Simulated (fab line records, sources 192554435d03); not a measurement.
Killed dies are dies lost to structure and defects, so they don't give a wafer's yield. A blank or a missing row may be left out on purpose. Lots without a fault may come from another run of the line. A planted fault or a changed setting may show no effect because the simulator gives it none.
Chamber matching | flow n5_finfet | N5_BEOL_M7_ETCH_65 on rie_diel-06: 4 sister chambers
The step etches SiARC in CF4, target depth 15.6 nm, time 26 s. 7 wafers are shown with their chamber, then 7 later ones without.

WAFERS WITH THEIR CHAMBER
wafer  | chamber | showerhead_plenum_p_Torr (Torr) | drypump_motor_current_A (A)
L637.2 | 2       | 2.21                            | 5.45
L637.3 | 1       | 2.11                            | 5.31
L637.6 | 0       | 2.13                            | 5.77
L638.1 | 1       | 2.11                            | 5.28
L638.6 | 3       | 2.26                            | 5.88
L646.1 | 2       | 2.21                            | 5.44
L646.5 | 3       | 2.25                            | 5.90

WAFERS WITHOUT THEIR CHAMBER
wafer  | showerhead_plenum_p_Torr (Torr) | drypump_motor_current_A (A)
L646.6 | 2.21                            | 5.45
L645.1 | 2.21                            | 5.42
L645.2 | 2.25                            | 5.89
L645.4 | 2.25                            | 5.91
L649.3 | 2.20                            | 5.42
L649.5 | 2.25                            | 5.90
L649.6 | 2.20                            | 5.40

WHICH CHAMBER EACH WENT THROUGH
wafer  | from the rows above | in truth
L646.6 | 2                   | 2
L645.1 | 2                   | 2
L645.2 | 3                   | 3
L645.4 | 3                   | 3
L649.3 | 2                   | 2
L649.5 | 3                   | 3
L649.6 | 2                   | 2
Placed correctly: 7 of 7. Can't be placed from these rows: 0. Placed wrongly: 0.
How it was worked out, from the rows above alone: a wafer's distance from a chamber is the root of the sum, over the readings, of the square of ((its reading less the chamber's mean) divided by the reading's scatter). The wafer belongs to the nearest chamber; if the next one is less than 2 further off, it can't be placed. A chamber's mean is the mean of its shown wafers. The scatter: the root of (the sum of the squares of (reading less its chamber's mean) over the shown wafers, divided by (wafers less chambers)).
